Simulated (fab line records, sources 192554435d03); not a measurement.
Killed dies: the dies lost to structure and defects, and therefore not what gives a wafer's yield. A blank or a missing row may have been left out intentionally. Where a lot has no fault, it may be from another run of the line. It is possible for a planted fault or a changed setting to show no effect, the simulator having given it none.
fab line records + flow n5_finfet
record
- lots=11
- wafers=33
- last_day=17
route steps=1938 shown BEOL_M4@1085 PASSIVATION@1936
lots that met no fault: taken from a fault-free run of the same line
start_h: hours from the record's first day to the start of the lot's first wafer shown + wait_h: time in hours since the lot's previous step + " same as the row above + L1.1+2: one row covering several wafers at once + - no value, or no start was given + * or withheld: withheld + < > ~ a bound
route shown NAME@n: names a module that has steps shown in the file, with the first one's number in the route + usual: mean and standard deviation over wafers with no fault + same: alike in all rows + chamber/n: place in a boat + sites: the reading at each site + _std_site: how widely they spread, as a standard deviation + _edge_site: inner sites' mean taken away from outer sites' mean + radius_mm: for every site, how far away it sits from the centre of the wafer + mask NAME#n: copy n + behind: the tool/chamber that last shaped the wafer + hold: what put the lot on hold/how long, in hours/how the hold closed + device: the transistor (n, p or np) that didn't switch + end of line: the route-end tests of the same wafers + step lacking rows: just its recipe + killed: at the first sort, the dies lost to defects and structure; wafer yield is something else + map: a wafer's dies, marking killed ones x, the rest . and places with no die _
set.NAME: the setting that was run; set.NAME@STEP: the one run at that earlier step + model.NAME: the simulator's own value behind a step, which no gauge read
one table for each step of the route and one row for each wafer, over a sample of lots
services: the hour from which a tool's chamber was out of use, counted from the record's first day as start_h (under 0 if before that day), plus the number of hours and why
## steps
# step N5_BEOL_M4_ANNEAL_49
# recipe
- temp_c=400
- time_s=240
- ambient=vacuum
# usual
- heater_power_w=875/130
| lot.wafer | tool           | chamber | start_h | wait_h | heater_power_w |
|-----------|----------------|---------|---------|--------|----------------|
| L314.2    | pvd_sputter-01 | -       | 156.53  | 0.0    | 1088           |
| L314.3    | "              | -       | "       | "      | 649            |
| L314.5    | "              | -       | "       | "      | 1084           |
| L320.2    | pvd_sputter-01 | -       | 199.28  | 0.0    | 1106           |
| L320.3    | "              | -       | "       | "      | 653            |
| L320.4    | "              | -       | "       | "      | 803            |
| L324.2    | pvd_sputter-02 | -       | 220.40  | 0.0    | 814            |
| L324.5    | "              | -       | "       | "      | 1036           |
| L324.6    | "              | -       | "       | "      | 811            |
| L323.1    | pvd_sputter-03 | -       | 220.88  | 0.0    | 984            |
| L323.2    | "              | -       | "       | "      | 814            |
| L323.3    | "              | -       | "       | "      | 914            |
| L328.1    | pvd_sputter-03 | -       | 250.86  | 0.0    | 939            |
| L328.2    | "              | -       | "       | "      | 988            |
| L328.4    | "              | -       | "       | "      | 782            |
| L329.2    | pvd_sputter-02 | -       | 253.61  | 0.0    | 824            |
| L329.3    | "              | -       | "       | "      | 1017           |
| L329.5    | "              | -       | "       | "      | 821            |
| L330.2    | pvd_sputter-03 | -       | 255.76  | 0.0    | 803            |
| L330.3    | "              | -       | "       | "      | 973            |
| L330.4    | "              | -       | "       | "      | 775            |
| L333.4    | pvd_sputter-02 | -       | 264.65  | 0.0    | 817            |
| L333.5    | "              | -       | "       | "      | 1018           |
| L333.6    | "              | -       | "       | "      | 1012           |
| L334.2    | pvd_sputter-03 | -       | 285.16  | 0.0    | 807            |
| L334.3    | "              | -       | "       | "      | 762            |
| L334.4    | "              | -       | "       | "      | 897            |
| L336.1    | pvd_sputter-01 | -       | 292.83  | 0.0    | 1102           |
| L336.2    | "              | -       | "       | "      | 825            |
| L336.6    | "              | -       | "       | "      | 655            |
| L337.1    | pvd_sputter-01 | -       | 294.71  | 0.0    | 651            |
| L337.3    | "              | -       | "       | "      | 832            |
| L337.5    | "              | -       | "       | "      | 1079           |
# step N5_BEOL_M4_SPUTTER_79
# recipe
- material=Cu
- target_thk_a=45
- temp_c=-20
- chamber_pressure_pa=0.07
- power_w=withheld
- time_s=8.29
# usual
- chamber_pressure_pa=0.06999/0.00016
- chuck_gas_flow_sccm=1.25/0.049
- throttle_valve_pct=30.6/0.84
| lot.wafer | tool           | chamber | start_h | wait_h | chamber_pressure_pa | chuck_gas_flow_sccm | throttle_valve_pct |
|-----------|----------------|---------|---------|--------|---------------------|---------------------|--------------------|
| L314.2    | pvd_sputter-01 | -       | 156.67  | 0.1    | 0.07029             | 1.29                | 31.2               |
| L314.3    | "              | -       | "       | "      | 0.07006             | 1.25                | 30.5               |
| L314.5    | "              | -       | "       | "      | 0.07012             | 1.29                | 31.7               |
| L320.2    | pvd_sputter-01 | -       | 199.42  | 0.1    | 0.07002             | 1.24                | 31.6               |
| L320.3    | "              | -       | "       | "      | 0.06964             | 1.22                | 30.3               |
| L320.4    | "              | -       | "       | "      | 0.06989             | 1.28                | 31.9               |
| L324.2    | pvd_sputter-02 | -       | 220.54  | 0.1    | -                   | -                   | -                  |
| L324.5    | "              | -       | "       | "      | -                   | -                   | -                  |
| L324.6    | "              | -       | "       | "      | -                   | -                   | -                  |
| L323.1    | pvd_sputter-03 | -       | 221.02  | 0.1    | -                   | -                   | -                  |
| L323.2    | "              | -       | "       | "      | -                   | -                   | -                  |
| L323.3    | "              | -       | "       | "      | -                   | -                   | -                  |
| L328.1    | pvd_sputter-03 | -       | 251.00  | 0.1    | 0.07015             | 1.27                | 29.6               |
| L328.2    | "              | -       | "       | "      | 0.06988             | 1.16                | 29.5               |
| L328.4    | "              | -       | "       | "      | 0.06997             | 1.31                | 30.1               |
| L329.2    | pvd_sputter-02 | -       | 253.75  | 0.1    | 0.07007             | 1.23                | 31.3               |
| L329.3    | "              | -       | "       | "      | 0.07012             | 1.22                | 30.6               |
| L329.5    | "              | -       | "       | "      | 0.06991             | 1.28                | 29.5               |
| L330.2    | pvd_sputter-03 | -       | 255.90  | 0.1    | 0.07001             | 1.20                | 31.2               |
| L330.3    | "              | -       | "       | "      | 0.06988             | 1.26                | 29.3               |
| L330.4    | "              | -       | "       | "      | 0.06987             | 1.32                | 29.3               |
| L333.4    | pvd_sputter-02 | -       | 264.79  | 0.1    | 0.06991             | 1.14                | 31.8               |
| L333.5    | "              | -       | "       | "      | 0.07006             | 1.25                | 29.8               |
| L333.6    | "              | -       | "       | "      | 0.07004             | 1.23                | 30.8               |
| L334.2    | pvd_sputter-03 | -       | 285.30  | 0.1    | 0.07019             | 1.31                | 31.7               |
| L334.3    | "              | -       | "       | "      | 0.06999             | 1.24                | 29.6               |
| L334.4    | "              | -       | "       | "      | 0.07011             | 1.26                | 29.9               |
| L336.1    | pvd_sputter-01 | -       | 292.97  | 0.1    | 0.07005             | 1.21                | 31.5               |
| L336.2    | "              | -       | "       | "      | 0.07017             | 1.22                | 32.0               |
| L336.6    | "              | -       | "       | "      | 0.06988             | 1.25                | 29.9               |
| L337.1    | pvd_sputter-01 | -       | 294.85  | 0.1    | 0.06986             | 1.24                | 30.4               |
| L337.3    | "              | -       | "       | "      | 0.07006             | 1.24                | 30.4               |
| L337.5    | "              | -       | "       | "      | 0.07005             | 1.23                | 31.5               |
# step N5_BEOL_M4_ANNEAL_80
# recipe
- temp_c=400
- time_s=240
- ambient=vacuum
# usual
- heater_power_w=873/130
| lot.wafer | tool           | chamber | start_h | wait_h | heater_power_w |
|-----------|----------------|---------|---------|--------|----------------|
| L314.2    | pvd_sputter-01 | -       | 156.75  | 0.0    | 1087           |
| L314.3    | "              | -       | "       | "      | 647            |
| L314.5    | "              | -       | "       | "      | 1086           |
| L320.2    | pvd_sputter-01 | -       | 199.50  | 0.0    | 1058           |
| L320.3    | "              | -       | "       | "      | 642            |
| L320.4    | "              | -       | "       | "      | 816            |
| L324.2    | pvd_sputter-02 | -       | 220.62  | 0.0    | 793            |
| L324.5    | "              | -       | "       | "      | 1015           |
| L324.6    | "              | -       | "       | "      | 793            |
| L323.1    | pvd_sputter-03 | -       | 221.10  | 0.0    | 1025           |
| L323.2    | "              | -       | "       | "      | 811            |
| L323.3    | "              | -       | "       | "      | 886            |
| L328.1    | pvd_sputter-03 | -       | 251.08  | 0.0    | 899            |
| L328.2    | "              | -       | "       | "      | 990            |
| L328.4    | "              | -       | "       | "      | 779            |
| L329.2    | pvd_sputter-02 | -       | 253.83  | 0.0    | 812            |
| L329.3    | "              | -       | "       | "      | 1035           |
| L329.5    | "              | -       | "       | "      | 780            |
| L330.2    | pvd_sputter-03 | -       | 255.98  | 0.0    | 798            |
| L330.3    | "              | -       | "       | "      | 1003           |
| L330.4    | "              | -       | "       | "      | 748            |
| L333.4    | pvd_sputter-02 | -       | 264.87  | 0.0    | 816            |
| L333.5    | "              | -       | "       | "      | 1028           |
| L333.6    | "              | -       | "       | "      | 997            |
| L334.2    | pvd_sputter-03 | -       | 285.38  | 0.0    | 811            |
| L334.3    | "              | -       | "       | "      | 778            |
| L334.4    | "              | -       | "       | "      | 901            |
| L336.1    | pvd_sputter-01 | -       | 293.05  | 0.0    | 1088           |
| L336.2    | "              | -       | "       | "      | 812            |
| L336.6    | "              | -       | "       | "      | 644            |
| L337.1    | pvd_sputter-01 | -       | 294.93  | 0.0    | 660            |
| L337.3    | "              | -       | "       | "      | 819            |
| L337.5    | "              | -       | "       | "      | 1070           |
# step N5_BEOL_M4_ANNEAL_93
# recipe
- temp_c=400
- time_s=240
- ambient=vacuum
# usual
- heater_power_w=874/130
| lot.wafer | tool           | chamber | start_h | wait_h | heater_power_w |
|-----------|----------------|---------|---------|--------|----------------|
| L314.2    | pvd_sputter-01 | -       | 157.85  | 0.0    | 1090           |
| L314.3    | "              | -       | "       | "      | 630            |
| L314.5    | "              | -       | "       | "      | 1124           |
| L320.2    | pvd_sputter-01 | -       | 200.60  | 0.0    | 1096           |
| L320.3    | "              | -       | "       | "      | 652            |
| L320.4    | "              | -       | "       | "      | 819            |
| L324.2    | pvd_sputter-02 | -       | 221.72  | 0.0    | 801            |
| L324.5    | "              | -       | "       | "      | 1003           |
| L324.6    | "              | -       | "       | "      | 808            |
| L323.1    | pvd_sputter-03 | -       | 222.20  | 0.0    | 1013           |
| L323.2    | "              | -       | "       | "      | 817            |
| L323.3    | "              | -       | "       | "      | 925            |
| L328.1    | pvd_sputter-03 | -       | 252.18  | 0.0    | 903            |
| L328.2    | "              | -       | "       | "      | 1000           |
| L328.4    | "              | -       | "       | "      | 763            |
| L329.2    | pvd_sputter-02 | -       | 254.93  | 0.0    | 807            |
| L329.3    | "              | -       | "       | "      | 1012           |
| L329.5    | "              | -       | "       | "      | 822            |
| L330.2    | pvd_sputter-03 | -       | 257.08  | 0.0    | 804            |
| L330.3    | "              | -       | "       | "      | 1000           |
| L330.4    | "              | -       | "       | "      | 775            |
| L333.4    | pvd_sputter-02 | -       | 265.97  | 0.0    | 831            |
| L333.5    | "              | -       | "       | "      | 1018           |
| L333.6    | "              | -       | "       | "      | 1030           |
| L334.2    | pvd_sputter-03 | -       | 286.48  | 0.0    | 824            |
| L334.3    | "              | -       | "       | "      | 761            |
| L334.4    | "              | -       | "       | "      | 904            |
| L336.1    | pvd_sputter-01 | -       | 294.15  | 0.0    | 1075           |
| L336.2    | "              | -       | "       | "      | 816            |
| L336.6    | "              | -       | "       | "      | 642            |
| L337.1    | pvd_sputter-01 | -       | 296.03  | 0.0    | 642            |
| L337.3    | "              | -       | "       | "      | 831            |
| L337.5    | "              | -       | "       | "      | 1094           |
# step N5_BEOL_M4_RC_MEAS_101
# usual
- DIBL_N=36.3/1.7
- DIBL_P=36.5/1.8
- IOFF_N=0.16/0.033
- IOFF_P=0.21/0.037
- ION_N=675/11
- ION_P=462/7.9
- SS_N=71.6/0.64
- SS_P=73.3/0.68
- VT_N=249/3.3
- VT_P=-250/3.3
| lot.wafer | tool      | chamber | start_h | wait_h | DIBL_N[mV/V] | DIBL_P[mV/V] | IOFF_N[nA/um] | IOFF_P[nA/um] | ION_N[uA/um] | ION_P[uA/um] | SS_N[mV/dec] | SS_P[mV/dec] | VT_N[mV] | VT_P[mV] |
|-----------|-----------|---------|---------|--------|--------------|--------------|---------------|---------------|--------------|--------------|--------------|--------------|----------|----------|
| L314.2    | prober-01 | 0       | 159.47  | 0.2    | 35.4         | 36.0         | 0.14          | 0.19          | 666          | 457          | 71.4         | 73.2         | 253      | -255     |
| L314.3    | "         | 0       | "       | "      | 35.3         | 36.6         | 0.15          | 0.20          | 684          | 469          | 71.6         | 73.9         | 249      | -252     |
| L314.5    | "         | 0       | "       | "      | 34.9         | 36.1         | 0.15          | 0.19          | 678          | 466          | 71.6         | 73.7         | 253      | -252     |
| L320.2    | prober-01 | 0       | 202.29  | 0.2    | 37.3         | 38.4         | 0.18          | 0.24          | 680          | 466          | 72.3         | 72.8         | 247      | -251     |
| L320.3    | "         | 0       | "       | "      | 36.6         | 36.7         | 0.17          | 0.22          | 688          | 459          | 71.7         | 72.8         | 250      | -253     |
| L320.4    | "         | 0       | "       | "      | 37.0         | 37.8         | 0.17          | 0.24          | 676          | 465          | 72.3         | 73.0         | 249      | -248     |
| L324.2    | prober-01 | 0       | 223.35  | 0.2    | 34.9         | 35.2         | 0.15          | 0.22          | 679          | 467          | 71.0         | 73.7         | 249      | -250     |
| L324.5    | "         | 0       | "       | "      | 35.6         | 36.8         | 0.16          | 0.23          | 675          | 467          | 71.6         | 74.1         | 249      | -248     |
| L324.6    | "         | 0       | "       | "      | 33.3         | 33.1         | 0.12          | 0.19          | 690          | 479          | 70.1         | 72.8         | 254      | -249     |
| L323.1    | prober-02 | 0       | 223.77  | 0.1    | 34.4         | 34.8         | 0.11          | 0.16          | 662          | 448          | 70.0         | 72.8         | 253      | -257     |
| L323.2    | "         | 0       | "       | "      | 36.1         | 37.7         | 0.14          | 0.21          | 653          | 460          | 70.6         | 73.9         | 253      | -251     |
| L323.3    | "         | 0       | "       | "      | 36.9         | 38.2         | 0.15          | 0.20          | 662          | 450          | 71.1         | 73.8         | 251      | -253     |
| L328.1    | prober-01 | 0       | 253.69  | 0.0    | 35.8         | 36.1         | 0.17          | 0.27          | 673          | 471          | 71.4         | 73.0         | 247      | -244     |
| L328.2    | "         | 0       | "       | "      | 39.6         | 39.5         | 0.23          | 0.32          | 683          | 470          | 71.9         | 73.3         | 245      | -241     |
| L328.4    | "         | 0       | "       | "      | 36.3         | 36.7         | 0.17          | 0.27          | 690          | 478          | 71.5         | 72.8         | 247      | -243     |
| L329.2    | prober-02 | 0       | 256.66  | 0.2    | 37.0         | 36.3         | 0.17          | 0.24          | 677          | 463          | 71.6         | 73.4         | 249      | -248     |
| L329.3    | "         | 0       | "       | "      | 38.1         | 37.1         | 0.19          | 0.24          | 675          | 462          | 72.2         | 73.7         | 248      | -246     |
| L329.5    | "         | 0       | "       | "      | 39.1         | 38.9         | 0.21          | 0.27          | 686          | 465          | 72.7         | 73.8         | 248      | -248     |
| L330.2    | prober-02 | 0       | 258.71  | 0.2    | 38.3         | 38.1         | 0.17          | 0.20          | 681          | 455          | 72.2         | 74.4         | 250      | -254     |
| L330.3    | "         | 0       | "       | "      | 37.4         | 36.6         | 0.15          | 0.19          | 660          | 457          | 72.0         | 73.6         | 252      | -255     |
| L330.4    | "         | 0       | "       | "      | 39.3         | 38.4         | 0.17          | 0.20          | 661          | 450          | 73.0         | 73.8         | 251      | -253     |
| L333.4    | prober-01 | 0       | 267.91  | 0.5    | 37.3         | 36.6         | 0.16          | 0.23          | 678          | 472          | 71.4         | 72.5         | 254      | -245     |
| L333.5    | "         | 0       | "       | "      | 36.3         | 35.8         | 0.15          | 0.22          | 662          | 460          | 71.4         | 73.4         | 253      | -248     |
| L333.6    | "         | 0       | "       | "      | 37.3         | 36.4         | 0.17          | 0.23          | 667          | 464          | 71.9         | 73.5         | 249      | -247     |
| L334.2    | prober-02 | 0       | 288.09  | 0.2    | 33.4         | 33.1         | 0.13          | 0.17          | 682          | 465          | 71.4         | 72.7         | 251      | -254     |
| L334.3    | "         | 0       | "       | "      | 35.3         | 34.8         | 0.16          | 0.19          | 677          | 462          | 71.3         | 73.6         | 247      | -251     |
| L334.4    | "         | 0       | "       | "      | 34.3         | 33.9         | 0.14          | 0.18          | 672          | 459          | 71.9         | 73.2         | 250      | -252     |
| L337.1    | prober-01 | 0       | 298.10  | 0.0    | 33.2         | 33.6         | 0.12          | 0.16          | 669          | 452          | 71.2         | 72.4         | 252      | -256     |
| L337.3    | "         | 0       | "       | "      | 36.3         | 37.7         | 0.18          | 0.21          | 678          | 461          | 71.9         | 74.4         | 248      | -250     |
| L337.5    | "         | 0       | "       | "      | 36.8         | 38.6         | 0.19          | 0.22          | 677          | 458          | 72.1         | 74.3         | 246      | -253     |
| L336.1    | prober-02 | 0       | 298.18  | 0.0    | 36.2         | 35.1         | 0.14          | 0.17          | 662          | 447          | 71.2         | 73.8         | 253      | -251     |
| L336.2    | "         | 0       | "       | "      | 37.3         | 36.3         | 0.16          | 0.18          | 677          | 458          | 72.1         | 73.9         | 249      | -254     |
| L336.6    | "         | 0       | "       | "      | 37.5         | 37.0         | 0.16          | 0.20          | 673          | 458          | 71.5         | 74.2         | 247      | -253     |
# step N5_PASSIVATION_PROBE_49
# usual
- defect_limited_yield=91.3/1.5
- killed_at_M0_to_M3=34/9.4
- killed_at_M4_up=13/5.3
- killed_at_contacts=13/5.7
- killed_at_front_end=40/10
- killed_at_other=3.7/2.8
- killed_dies=103/17
- killed_open=67/13
- killed_short=35/8.5
- sort_bin_5_function=5.0/0.98
- sort_bin_6_memory=3.3/0.7
- sort_n_pass=1077/17
- sort_yield_pct=91.3/1.5
# same
- gross_dies=1180
- killed_at_back_side=0
- sort_bin_4_leakage[%]=0
- sort_bin_8_speed[%]=0
| lot.wafer | tool      | chamber | start_h | wait_h | defect_limited_yield[%] | killed_at_M0_to_M3 | killed_at_M4_up | killed_at_contacts | killed_at_front_end | killed_at_other | killed_dies | killed_open | killed_short | sort_bin_5_function[%] | sort_bin_6_memory[%] | sort_n_pass | sort_yield_pct[%] |
|-----------|-----------|---------|---------|--------|-------------------------|--------------------|-----------------|--------------------|---------------------|-----------------|-------------|-------------|--------------|------------------------|----------------------|-------------|-------------------|
| L324.2    | prober-02 | -       | 326.72  | 0.2    | 89.9                    | 33                 | 24              | 11                 | 45                  | 6               | 119         | 75          | 37           | 5.1                    | 4.6                  | 1061        | 89.9              |
| L324.5    | prober-02 | -       | 326.87  | 0.3    | 90.2                    | 53                 | 14              | 7                  | 38                  | 4               | 116         | 86          | 26           | 6.1                    | 3.5                  | 1064        | 90.2              |
| L324.6    | prober-02 | -       | 326.92  | 0.4    | 90.9                    | 25                 | 15              | 23                 | 37                  | 7               | 107         | 65          | 33           | 4.2                    | 4.4                  | 1073        | 90.9              |
| L323.1    | prober-01 | -       | 331.29  | 0.0    | 92.4                    | 33                 | 17              | 7                  | 24                  | 9               | 90          | 56          | 28           | 4.1                    | 3.1                  | 1090        | 92.4              |
| L323.2    | prober-01 | -       | 331.34  | 0.1    | 90.3                    | 37                 | 25              | 5                  | 43                  | 4               | 114         | 68          | 38           | 5.0                    | 4.3                  | 1066        | 90.3              |
| L323.3    | prober-01 | -       | 331.39  | 0.1    | 91.9                    | 34                 | 24              | 7                  | 24                  | 6               | 95          | 54          | 34           | 4.8                    | 2.8                  | 1085        | 91.9              |
# killed by level:class
L324.2 BEOL_M2:geometric_particle:open=13 FIN_SAQP:geometric_particle:open=10 MOL_CONTACT_COAG:geometric_particle:open=8 GATE_CUT:geometric_particle:short=8 FIN_SAQP:geometric_particle:short=7 STI_FIN_REVEAL:geometric_particle:open=6 BEOL_M4:interface_void_opened=6 BEOL_M1:geometric_particle:open=5
L324.5 BEOL_M3:geometric_particle:open=12 DUMMY_GATE:geometric_particle:open=11 BEOL_M2:geometric_particle:open=10 STI_FIN_REVEAL:geometric_particle:open=8 BEOL_M0_SAQP:geometric_particle:open=8 BEOL_M1:geometric_particle:open=8 MOL_CONTACT_COAG:geometric_particle:open=7 GATE_CUT:geometric_particle:short=4
L324.6 MOL_CONTACT_COAG:geometric_particle:open=19 BEOL_M4:interface_void_opened=8 STI_FIN_REVEAL:geometric_particle:open=7 FIN_SAQP:geometric_particle:short=6 GATE_CUT:geometric_particle:short=6 BEOL_M1:geometric_particle:open=6 BEOL_M2:geometric_particle:open=5 BEOL_M3:geometric_particle:open=5
L323.1 BEOL_M0_SAQP:geometric_particle:short=10 BEOL_M2:geometric_particle:open=9 BEOL_M0_SAQP:geometric_particle:open=8 MOL_CONTACT_COAG:geometric_particle:open=7 FIN_SAQP:geometric_particle:short=6 BEOL_M4:interface_void_opened=6 ILD0:geometric_particle:open=5 BEOL_M4:geometric_particle:open=5
L323.2 FIN_SAQP:geometric_particle:short=12 STI_FIN_REVEAL:geometric_particle:open=12 BEOL_M4:geometric_particle:open=12 BEOL_M0_SAQP:geometric_particle:short=11 BEOL_M2:geometric_particle:open=10 BEOL_M0_SAQP:geometric_particle:open=7 DUMMY_GATE:geometric_particle:open=6 BEOL_M4:interface_void_opened=5
L323.3 FIN_SAQP:geometric_particle:short=11 BEOL_M0_SAQP:geometric_particle:open=10 BEOL_M4:geometric_particle:open=8 BEOL_M4:interface_void_opened=7 MOL_CONTACT_COAG:geometric_particle:open=6 BEOL_M0_SAQP:geometric_particle:short=6 BEOL_M2:geometric_particle:open=6 BEOL_M1:geometric_particle:short=4
## services
| tool           | chamber | start_h | hours | kind   |
|----------------|---------|---------|-------|--------|
| pvd_sputter-03 | -       | 278.15  | 5.5   | repair |
| pvd_sputter-02 | -       | 294.67  | 5.9   | repair |
## key
first_sign
- step=N5_BEOL_M4_SPUTTER_79
- reading=tool_record
- direction=missing
effect none on later readings
met_at N5_BEOL_M4_SPUTTER_79
struck_lots L323,L324
not_acting_at N5_BEOL_M4_ANNEAL_49,N5_BEOL_M4_ANNEAL_80,N5_BEOL_M4_ANNEAL_93
fault
- kind=skipped_step_whole
- tool=pvd_sputter-02,pvd_sputter-03
- chamber=-
- onset_h=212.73
- steps=N5_BEOL_M4_SPUTTER_79
- scope=struck_lots_only
